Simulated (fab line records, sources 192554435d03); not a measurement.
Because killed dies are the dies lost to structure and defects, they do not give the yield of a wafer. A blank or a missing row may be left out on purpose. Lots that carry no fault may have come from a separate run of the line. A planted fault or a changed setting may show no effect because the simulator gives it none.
Which tool is to blame? || flow n5Finfet || 12 lots, 36 wafers sampled, at 3 steps of a route of 1938

WHAT THE GAUGES READ, wafer by wafer
N5_BEOL_M8_CD_MEAS_28: the cd target is 40 nm.
{"lot": "L074", "measured": "day 9 09:47", "on": "cdSem-02", "cdNm (nm)": "40.06 39.85 40.13"}
{"lot": "L077", "measured": "day 10 03:19", "on": "cdSem-02", "cdNm (nm)": "40.11 39.92 40.00"}
{"lot": "L079", "measured": "day 10 18:35", "on": "cdSem-01", "cdNm (nm)": "39.83 40.26 40.14"}
{"lot": "L081", "measured": "day 11 15:02", "on": "cdSem-02", "cdNm (nm)": "39.85 39.97 39.86"}
{"lot": "L083", "measured": "day 11 22:13", "on": "cdSem-02", "cdNm (nm)": "40.05 40.08 40.08"}
{"lot": "L085", "measured": "day 12 04:30", "on": "cdSem-01", "cdNm (nm)": "40.42 40.08 40.28"}
{"lot": "L087", "measured": "day 12 13:17", "on": "cdSem-03", "cdNm (nm)": "40.23 39.72 39.82"}
{"lot": "L088", "measured": "day 13 02:41", "on": "cdSem-02", "cdNm (nm)": "40.08 39.65 39.33"}
{"lot": "L092", "measured": "day 13 11:40", "on": "cdSem-01", "cdNm (nm)": "40.01 39.90 40.25"}
{"lot": "L094", "measured": "day 14 19:58", "on": "cdSem-01", "cdNm (nm)": "39.95 39.82 40.22"}
{"lot": "L097", "measured": "day 14 20:03", "on": "cdSem-02", "cdNm (nm)": "40.06 40.22 39.77"}
{"lot": "L096", "measured": "day 14 20:08", "on": "cdSem-02", "cdNm (nm)": "39.87 39.81 39.99"}

TOOL THAT RAN EACH LOT (tool first, then ch and the chambers of the sampled wafers, then the start)
{"lot": "L074", "N5_BEOL_M7_PRE_CLEAN_45": "pvdSputter-02, day 9 03:29", "N5_BEOL_M8_ETCH_61": "rieDiel-02 ch 1,2,3, day 9 07:53"}
{"lot": "L077", "N5_BEOL_M7_PRE_CLEAN_45": "pvdSputter-01, day 9 16:38", "N5_BEOL_M8_ETCH_61": "rieDiel-06 ch 2,3, day 9 20:36"}
{"lot": "L079", "N5_BEOL_M7_PRE_CLEAN_45": "pvdSputter-01, day 10 11:16", "N5_BEOL_M8_ETCH_61": "rieDiel-06 ch 0,2,3, day 10 17:18"}
{"lot": "L081", "N5_BEOL_M7_PRE_CLEAN_45": "pvdSputter-02, day 11 08:31", "N5_BEOL_M8_ETCH_61": "rieDiel-04 ch 1,2, day 11 14:17"}
{"lot": "L083", "N5_BEOL_M7_PRE_CLEAN_45": "pvdSputter-02, day 11 16:11", "N5_BEOL_M8_ETCH_61": "rieDiel-04 ch 0,1,2, day 11 20:38"}
{"lot": "L085", "N5_BEOL_M7_PRE_CLEAN_45": "pvdSputter-01, day 11 21:30", "N5_BEOL_M8_ETCH_61": "rieDiel-02 ch 0,1,3, day 12 03:36"}
{"lot": "L087", "N5_BEOL_M7_PRE_CLEAN_45": "pvdSputter-02, day 12 05:23", "N5_BEOL_M8_ETCH_61": "rieDiel-02 ch 0,1,2, day 12 10:55"}
{"lot": "L088", "N5_BEOL_M7_PRE_CLEAN_45": "pvdSputter-03, day 12 22:41", "N5_BEOL_M8_ETCH_61": "rieDiel-04 ch 0,2, day 13 01:47"}
{"lot": "L092", "N5_BEOL_M7_PRE_CLEAN_45": "pvdSputter-03, day 13 07:08", "N5_BEOL_M8_ETCH_61": "rieDiel-02 ch 1,2, day 13 10:49"}
{"lot": "L094", "N5_BEOL_M7_PRE_CLEAN_45": "pvdSputter-02, day 14 10:58", "N5_BEOL_M8_ETCH_61": "rieDiel-06 ch 1,2, day 14 16:56"}
{"lot": "L097", "N5_BEOL_M7_PRE_CLEAN_45": "pvdSputter-02, day 14 13:38", "N5_BEOL_M8_ETCH_61": "rieDiel-06 ch 0,3, day 14 17:34"}
{"lot": "L096", "N5_BEOL_M7_PRE_CLEAN_45": "pvdSputter-03, day 14 14:05", "N5_BEOL_M8_ETCH_61": "rieDiel-06 ch 0,1,3, day 14 17:56"}
- N5_BEOL_M7_PRE_CLEAN_45: time 30 s.
- N5_BEOL_M8_ETCH_61: etches SiARC in CF4, target depth 45.5 nm, time 75.8 s.

THE ANSWER, worked out from the rows above alone
Rule: the usual values come from the lots themselves. The widest of any qualifying gaps counts: lots, ordered by their means at a reading, are off when they make up no more than a third of the lots, leave a main group of 4 or more, and stand apart from it by 3 or more times the standard deviation of that group's means. Not used: any main group whose means are identical at the precision the tables above print for the reading. A lot without any number at a reading at which 4 lots or more have one is off too. All remaining lots with rows at the step are treated as sound.
Nothing can be told from this: no lot is off at any reading shown.

WHAT THE SIMULATOR HAD INSERTED
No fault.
